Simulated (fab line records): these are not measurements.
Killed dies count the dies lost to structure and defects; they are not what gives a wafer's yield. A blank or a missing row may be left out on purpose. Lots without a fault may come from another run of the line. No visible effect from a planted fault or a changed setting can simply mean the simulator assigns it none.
The tool behind it: which one? + flow n5 finfet + 36 wafers from 12 lots sampled at 2 of the route's 1938 steps

WHAT EACH GAUGE READ, for each wafer
N5_BEOL_M1_THK_MEAS_01.
| lot  | measured     | on            | M1_ILD_THK (nm) |
|------|--------------|---------------|-----------------|
| L075 | day 6 04:25  | film metro-01 | 78.6 79.4 80.6  |
| L077 | day 6 19:19  | film metro-01 | 77.5 77.0 79.4  |
| L079 | day 7 08:00  | film metro-01 | 77.3 79.1 79.5  |
| L081 | day 7 22:47  | film metro-02 | 78.4 79.3 79.5  |
| L083 | day 8 08:58  | film metro-02 | 79.8 77.8 81.0  |
| L085 | day 9 01:05  | film metro-02 | 79.0 81.1 79.2  |
| L087 | day 9 09:56  | film metro-02 | 78.3 79.7 77.9  |
| L089 | day 9 21:05  | film metro-02 | 78.2 79.0 80.4  |
| L091 | day 10 04:26 | film metro-02 | 76.8 78.9 78.6  |
| L092 | day 10 12:40 | film metro-01 | 78.5 79.0 79.4  |
| L095 | day 11 11:31 | film metro-01 | 77.2 77.9 78.1  |
| L097 | day 12 00:08 | film metro-01 | 79.0 80.5 78.9  |

EACH LOT AND THE TOOL THAT RAN IT (in order: tool; ch and the chambers of the sampled wafers; start)
| lot  | N5_BEOL_M0_PRE_CLEAN_131        |
|------|---------------------------------|
| L075 | cvd co-01 ch 0,1, day 6 04:04   |
| L077 | cvd co-02 ch 1,2, day 6 18:57   |
| L079 | cvd co-02 ch 0,2, day 7 07:38   |
| L081 | cvd co-01 ch 1,2, day 7 22:26   |
| L083 | cvd co-02 ch 0,1,2, day 8 08:34 |
| L085 | cvd co-02 ch 0,1,2, day 9 00:44 |
| L087 | cvd co-01 ch 0,1,2, day 9 09:34 |
| L089 | cvd co-01 ch 0,1,2, day 9 20:43 |
| L091 | cvd co-01 ch 1,2, day 10 04:00  |
| L092 | cvd co-02 ch 0,2, day 10 12:14  |
| L095 | cvd co-01 ch 0,2, day 11 11:10  |
| L097 | cvd co-02 ch 0,1, day 11 23:47  |
- N5_BEOL_M0_PRE_CLEAN_131: time 15 s.

THE ANSWER, worked out from the rows above alone
Rule: the lots themselves supply what counts as usual. The widest of any qualifying gaps counts: lots, ordered by their means at a reading, are off when they make up no more than a third of the lots, leave a main group of 4 or more, and stand apart from it by 3 or more times the standard deviation of that group's means. The tables above print the reading to a certain number of digits; a main group whose means all agree to those digits is not used. Also off: a lot with no number at a reading for which 4 or more lots have one. Where the step has rows for the other lots, those lots are counted as sound.
None of the lots is off at any reading shown; this tells nothing.

WHAT THE SIMULATOR PUT IN
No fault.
